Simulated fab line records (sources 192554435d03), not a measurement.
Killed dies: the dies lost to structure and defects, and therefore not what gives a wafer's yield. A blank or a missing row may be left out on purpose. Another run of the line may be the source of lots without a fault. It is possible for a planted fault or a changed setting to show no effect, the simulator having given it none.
Problem report in the 8D (eight disciplines) form, filled by code | flow n5_finfet | the parts of the form that need people (team, actions taken, sign-off) are left out
Where a reading is given only as a bound, like >300, the bound stands for it, and a mean or a difference that rests on one is marked > or <: the true number lies beyond.

== 1. THE PROBLEM ==
raw_defect_count at N5_ZERO_LAYER_INSPECT_20 reads a mean of 770 on 3 wafers of 2 lots; wafers without a fault read 36 with a standard deviation of 17. That puts it +43 standard deviations away from the usual mean.
The step: inspects for defects (darkfield).
Earliest sighting: wafer L323.5 on defect_inspect-02 at day 5 07:36. The record has a number at this step for 24 wafers belonging to 8 lots. By rule, "out" or "out of limits" means more than 4 standard deviations away from the usual mean. All remaining wafers that have a number are taken as sound.

== 2. WHAT THIS IS AND IS NOT ==
question                    | is                     | is not
which readings at this step | raw_defect_count       | -
which lots                  | L323, L324             | L309, L315, L317, L321, L322, L327
which wafers of those lots  | L323.5, L324.3, L324.6 | L323.3, L323.6, L324.4
read on which gauges        | defect_inspect-02      | defect_inspect-01
when                        | from day 5 07:36       | up to then (17 sound wafers); but 4 sound wafers of L324, L327 came after

== 3. THE SUSPECTS, EACH WITH WHAT RULES IT OUT ==
Counting: if a tool at a process step up to the reading ran every lot that is out, it stays a suspect. Sound lots after the first of them don't rule it out here, since some wafers of a struck lot are sound.
- the gauge at N5_ZERO_LAYER_INSPECT_20: kept. All the wafers that are out were read on defect_inspect-02, and no step on other tools shows them out.
- plasma_asher-02 at N5_ZERO_LAYER_STRIP_24 (strips in O2): kept. Ran every lot that is out, first one L323 (day 5 07:15); last sound lot up to then L317 (day 3 19:01).
- At N5_ZERO_LAYER_STRIP_24 on plasma_asher-02, chamber 1 took the sound wafers of the same lots and chamber 0 took the wafers that are out.
Remaining after the count are plasma_asher-02 at N5_ZERO_LAYER_STRIP_24 and defect_inspect-02 at N5_ZERO_LAYER_INSPECT_20.

== 4. THE CAUSE (what the simulator had put in) ==
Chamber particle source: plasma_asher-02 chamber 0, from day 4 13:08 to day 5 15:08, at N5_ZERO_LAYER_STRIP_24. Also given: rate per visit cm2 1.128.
Counting leaves 2 suspects; this tool is one of them.

== 5. SEQUENCE OF EFFECTS, ordered by route ==
Each row: a reading whose mean over the struck wafers that have a number lies more than 3 standard deviations from the usual. Only readings whose record carries a usual standard deviation are examined. hours: median over the lots of the time between each lot's start at the first step of this table that gives one and its start at this step. sigmas: the change, counted in usual standard deviations.
hours | step                     | reading              | usual  | on struck wafers | change | sigmas
0     | N5_ZERO_LAYER_INSPECT_20 | raw_defect_count     | 36     | 770              | +734   | +43
0     | N5_WELL_APT_INSPECT_10   | raw_defect_count     | 2.0    | >300             | >+298  | +99 or more
3     | N5_WELL_APT_INSPECT_38   | raw_defect_count     | 14     | 746              | +732   | +99 or more
257   | N5_PASSIVATION_PROBE_49  | defect_limited_yield | 91.0 % | 84.5             | -6.5   | -4.3
257   | N5_PASSIVATION_PROBE_49  | killed_at_front_end  | 42     | 108              | +66    | +5.5
257   | N5_PASSIVATION_PROBE_49  | killed_dies          | 106    | 183              | +77    | +4.5
257   | N5_PASSIVATION_PROBE_49  | killed_on_rim        | 14     | 29               | +15    | +3.4
257   | N5_PASSIVATION_PROBE_49  | sort_bin_5_function  | 5.2 %  | 8.8              | +3.6   | +3.8
257   | N5_PASSIVATION_PROBE_49  | sort_n_pass          | 1074   | 997              | -77    | -4.5
257   | N5_PASSIVATION_PROBE_49  | sort_yield_pct       | 91.0 % | 84.5             | -6.5   | -4.3
Here are the process steps it includes:
- N5_PASSIVATION_PROBE_49
Later measuring or inspecting steps at which every struck wafer that the step has a row for has a number for every such reading, and none has moved that far: N5_FIN_SAQP_THK_MEAS_07, N5_BEOL_M4_RC_MEAS_101.

== 6. WHAT WOULD HAVE CAUGHT IT SOONER ==
The first out-of-limits reading at a measuring or inspecting step in this record came at day 5 07:36, 18 hours after the fault's start at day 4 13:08.
An alarm limit of 4 standard deviations would not have fired on the tool readings at N5_ZERO_LAYER_STRIP_24 for which the record gives a usual standard deviation, since none of them was out on any struck wafer.
L324, from the lots that are out (2), started N5_ZERO_LAYER_STRIP_24 on plasma_asher-02 later than day 5 07:36. Putting the tool on hold at that point would have spared it.
